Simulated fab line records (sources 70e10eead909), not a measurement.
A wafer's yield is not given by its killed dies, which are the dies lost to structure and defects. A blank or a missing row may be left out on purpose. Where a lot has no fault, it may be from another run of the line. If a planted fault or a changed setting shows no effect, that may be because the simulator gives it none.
Chamber matching | flow nand_harc | rie_diel-09 running NHARC_A_CHANNEL_FILL_D1_ETCHBACK_20: 4 sister chambers
The step etches the open film in C4F8/O2/Ar, target depth 27 nm, time 13.5 s. 8 wafers are shown with their chamber, then 7 later ones without.

## WAFERS WITH THEIR CHAMBER
wafer  | chamber | rf_vpp_V (V) | oes_product_au (a.u.)
L720.1 | 2       | 973          | 0.92
L720.3 | 3       | 976          | 0.91
L722.2 | 3       | 977          | 1.02
L722.4 | 1       | 970          | 1.00
L722.5 | 0       | 974          | 0.99
L725.1 | 0       | 973          | 0.99
L725.2 | 2       | 972          | 1.01
L725.3 | 1       | 970          | 1.01

## WAFERS WITH NO CHAMBER GIVEN
wafer  | rf_vpp_V (V) | oes_product_au (a.u.)
L728.1 | 973          | 1.01
L731.1 | 968          | 0.93
L731.2 | 973          | 0.93
L731.3 | 973          | 0.94
L732.1 | 973          | 0.92
L732.2 | 968          | 0.93
L732.4 | 975          | 0.93

## THE CHAMBER EACH PASSED THROUGH
wafer  | from the rows above          | in truth
L728.1 | can't be placed: 0 or 2      | 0
L731.1 | 1                            | 1
L731.2 | can't be placed: 2 or 0      | 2
L731.3 | can't be placed: 2 or 0      | 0
L732.1 | can't be placed: 2 or 0      | 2
L732.2 | 1                            | 1
L732.4 | can't be placed: 3 or 0 or 2 | 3
2 of 7 placed correctly. Unplaceable from these rows: 5, with the true chamber sitting among the candidates in 5. Wrongly placed: 0.
How it was worked out, from the rows above alone: a wafer's distance from a chamber is the root of the sum, over the readings, of the square of ((its reading less the chamber's mean) divided by the reading's scatter). If the next closest chamber is less than 2 further off than the closest, the wafer can't be placed; otherwise it belongs to the closest. Each chamber's mean is taken over the wafers shown for it. The scatter is the square root of a quotient: the sum, over the shown wafers, of each reading's squared deviation from its chamber's mean, divided by wafers minus chambers.
